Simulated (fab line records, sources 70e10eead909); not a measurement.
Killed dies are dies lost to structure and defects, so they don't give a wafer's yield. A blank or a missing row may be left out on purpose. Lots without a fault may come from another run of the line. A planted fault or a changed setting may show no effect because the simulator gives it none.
Which tool did it? | flow nand_harc | 13 lots, 39 wafers sampled, at 6 steps of a route of 1302

WHAT THE GAUGES READ, wafer by wafer
NHARC_P_GATE_OVL_MEAS_27.
lot  | measured     | on         | overlay_x_nm (nm) | overlay_y_nm (nm)
L288 | day 5 12:32  | overlay-01 | 0.6 1.5 0.9       | -0.4 -0.7 -0.6
L289 | day 5 18:28  | overlay-02 | 1.7 1.3 1.2       | -1.2 -1.2 -1.0
L290 | day 6 11:00  | overlay-01 | 0.1 -0.3 -1.0     | 0.8 1.0 0.9
L291 | day 6 19:47  | overlay-02 | 0.3 0.1 0.4       | -1.5 -1.4 -1.4
L292 | day 6 22:21  | overlay-01 | 1.5 1.2 1.6       | 1.4 1.0 1.3
L294 | day 7 16:33  | overlay-01 | 1.1 0.8 0.5       | -0.1 0.3 0.1
L295 | day 8 04:15  | overlay-02 | -0.3 -0.2 -0.9    | 0.3 1.0 0.0
L296 | day 8 17:55  | overlay-01 | 0.3 0.0 0.1       | -1.2 -1.2 -1.3
L297 | day 9 07:28  | overlay-01 | -0.1 -0.4 -0.4    | 0.3 0.7 0.7
L298 | day 9 10:49  | overlay-02 | -0.2 -0.2 0.1     | 0.5 0.8 0.4
L303 | day 11 18:05 | overlay-02 | -0.4 -0.3 -0.5    | 0.3 1.0 0.9
L306 | day 12 18:37 | overlay-01 | -0.2 0.0 0.4      | 0.2 -0.4 -0.5
L308 | day 13 19:43 | overlay-01 | 1.2 1.7 1.6       | 0.6 0.8 0.6

NHARC_P_GATE_CD_MEAS_59: target cd 720 nm.
lot  | measured     | on        | cd_nm (nm)
L288 | day 6 02:19  | cd_sem-03 | 716.0 717.9 720.8
L289 | day 6 07:59  | cd_sem-03 | 721.6 722.5 720.3
L290 | day 7 00:52  | cd_sem-01 | 721.4 722.0 723.2
L291 | day 7 09:12  | cd_sem-02 | 718.8 716.2 719.0
L292 | day 7 14:08  | cd_sem-02 | 722.7 720.8 720.5
L294 | day 8 06:55  | cd_sem-02 | 717.2 718.2 716.1
L295 | day 8 17:46  | cd_sem-03 | 722.3 719.6 721.3
L296 | day 9 07:37  | cd_sem-03 | 718.7 720.7 720.6
L297 | day 9 21:07  | cd_sem-01 | 719.6 721.3 720.4
L298 | day 10 00:13 | cd_sem-01 | 717.9 719.9 718.4
L303 | day 12 07:43 | cd_sem-01 | - - -
L306 | day 13 08:22 | cd_sem-01 | 719.4 720.1 717.8
L308 | day 14 09:13 | cd_sem-03 | 720.0 718.7 719.5

NHARC_P_CONTACT_CD_MEAS_12: target cd 90 nm.
lot  | measured     | on        | cd_nm (nm)
L288 | day 6 08:44  | cd_sem-03 | 89.1 90.2 88.9
L289 | day 6 14:23  | cd_sem-01 | 91.1 90.3 91.1
L290 | day 7 07:35  | cd_sem-03 | 89.6 89.6 89.1
L291 | day 7 15:28  | cd_sem-03 | 89.2 89.7 89.5
L292 | day 7 20:44  | cd_sem-02 | 90.1 90.2 89.3
L294 | day 8 13:25  | cd_sem-03 | 90.6 90.6 90.8
L295 | day 9 00:10  | cd_sem-02 | 89.6 89.6 90.4
L296 | day 9 14:01  | cd_sem-02 | 90.2 90.7 91.3
L297 | day 10 03:44 | cd_sem-02 | 90.5 89.3 90.7
L298 | day 10 06:37 | cd_sem-02 | 89.6 89.0 89.3
L306 | day 13 14:48 | cd_sem-01 | 90.5 89.8 90.2
L308 | day 14 15:31 | cd_sem-03 | 89.5 89.9 89.8

NHARC_END_SORT_01.
lot  | measured     | on        | killed_at_array | killed_at_other | killed_at_periphery | killed_dies | killed_open | killed_short
L303 | day 30 18:16 | prober-01 | 89 86 82        | 2 2 0           | 586 589 595         | 677 677 677 | 1 6 4       | 0 3 3

WHICH TOOL RAN EACH LOT (tool, then ch and the chambers of the sampled wafers, then the start)
lot  | NHARC_P_ZERO_WELL_DESCUM_54       | NHARC_P_GATE_EXPOSE_56
L288 | rie_diel-13 ch 0,1,3, day 2 12:16 | krf_scanner-04 ch 0, day 6 02:10
L289 | rie_diel-03 ch 2,3, day 2 22:01   | krf_scanner-04 ch 0, day 6 07:50
L290 | rie_diel-03 ch 1,3, day 3 08:19   | krf_scanner-03 ch 0, day 7 00:43
L291 | rie_diel-11 ch 0,2,3, day 3 18:01 | krf_scanner-01 ch 0, day 7 09:03
L292 | rie_diel-03 ch 1,2, day 4 03:58   | krf_scanner-03 ch 0, day 7 13:58
L294 | rie_diel-11 ch 0,2,3, day 5 00:02 | krf_scanner-04 ch 0, day 8 06:45
L295 | rie_diel-11 ch 0,2,3, day 5 09:54 | krf_scanner-01 ch 0, day 8 17:37
L296 | rie_diel-03 ch 1,2,3, day 5 20:07 | krf_scanner-03 ch 0, day 9 07:27
L297 | rie_diel-03 ch 1,2, day 6 06:03   | krf_scanner-01 ch 0, day 9 20:58
L298 | rie_diel-13 ch 0,1, day 6 15:53   | krf_scanner-01 ch 0, day 10 00:04
L303 | rie_diel-13 ch 1,2, day 8 17:55   | krf_scanner-04 ch 0, day 12 07:34
L306 | rie_diel-03 ch 0,3, day 9 23:43   | krf_scanner-01 ch 0, day 13 08:12
L308 | rie_diel-11 ch 0,2, day 10 20:43  | krf_scanner-01 ch 0, day 14 09:04
- NHARC_P_ZERO_WELL_DESCUM_54: chemistry O2, time 3 s.
- NHARC_P_GATE_EXPOSE_56: exposes mask P PSD, target cd 720 nm.

WHAT THE TOOLS THEMSELVES READ (means of the sampled wafers that have a number; where no wafer has one, the mark that the record gives instead)
NHARC_P_ZERO_WELL_DESCUM_54.
lot  | tool        | drypump_motor_current_A (A) | oes_product_au (a.u.) | rf_vpp_V (V) | showerhead_plenum_p_Torr (Torr) | throttle_valve_pct (%)
L288 | rie_diel-13 | 5.5                         | 0.995                 | 57.5         | 1.87                            | 11.308
L289 | rie_diel-03 | 5.8                         | 0.997                 | 58.1         | 1.97                            | 11.303
L290 | rie_diel-03 | 5.1                         | 1.008                 | 56.8         | 1.87                            | 11.320
L291 | rie_diel-11 | 5.8                         | 0.990                 | 57.1         | 1.81                            | 11.311
L292 | rie_diel-03 | 5.4                         | 0.990                 | 57.4         | 1.91                            | 11.307
L294 | rie_diel-11 | 5.8                         | 1.013                 | 57.4         | 1.91                            | 11.316
L295 | rie_diel-11 | 5.8                         | 1.012                 | 58.1         | 1.91                            | 11.315
L296 | rie_diel-03 | 5.5                         | 0.996                 | 57.5         | 1.91                            | 11.309
L297 | rie_diel-03 | 5.1                         | 0.990                 | 57.6         | 1.85                            | 11.303
L298 | rie_diel-13 | 5.9                         | 0.998                 | 58.4         | 1.90                            | 11.308
L303 | rie_diel-13 | 5.1                         | 0.995                 | 57.9         | 1.88                            | 11.317
L306 | rie_diel-03 | 5.7                         | 0.997                 | 57.2         | 1.93                            | 11.307
L308 | rie_diel-11 | 5.8                         | 1.008                 | 57.5         | 1.99                            | 11.308

THE ANSWER, worked out from the rows above alone
Rule: what is usual is taken from the lots themselves. Put in order of their means at a reading, lots are off if they are a third of the lots or fewer, leave a main group of 4 or more, and stand apart from it by a gap of 3 or more times the standard deviation of the main group's means; of several such gaps the widest counts. A main group whose means are all the same, to the digits that the tables above print for the reading, isn't used. A lot without any number at a reading at which 4 lots or more have one is off too. The other lots that the step has rows for count as sound. The gauges are gone through in route order, then the tools' own readings, and for those a lot's mean is taken as printed above. The first step at which some lot is off is used, and at that step the reading that is off furthest; a lot without a number counts as furthest.
Off: L303, at NHARC_P_GATE_CD_MEAS_59 (cd_nm). Without a number there: L303. The main group: mean 719.8 nm, standard deviation 1.5.
A tool fits if, at a process step before that reading, it ran every lot that is off, and no sound lot after the first of them. The gauges at NHARC_P_GATE_CD_MEAS_59 are tried like those tools. Can't be told from this: 2 tools fit, rie_diel-13 at NHARC_P_ZERO_WELL_DESCUM_54, krf_scanner-04 at NHARC_P_GATE_EXPOSE_56.

WHAT THE SIMULATOR HAD PUT IN
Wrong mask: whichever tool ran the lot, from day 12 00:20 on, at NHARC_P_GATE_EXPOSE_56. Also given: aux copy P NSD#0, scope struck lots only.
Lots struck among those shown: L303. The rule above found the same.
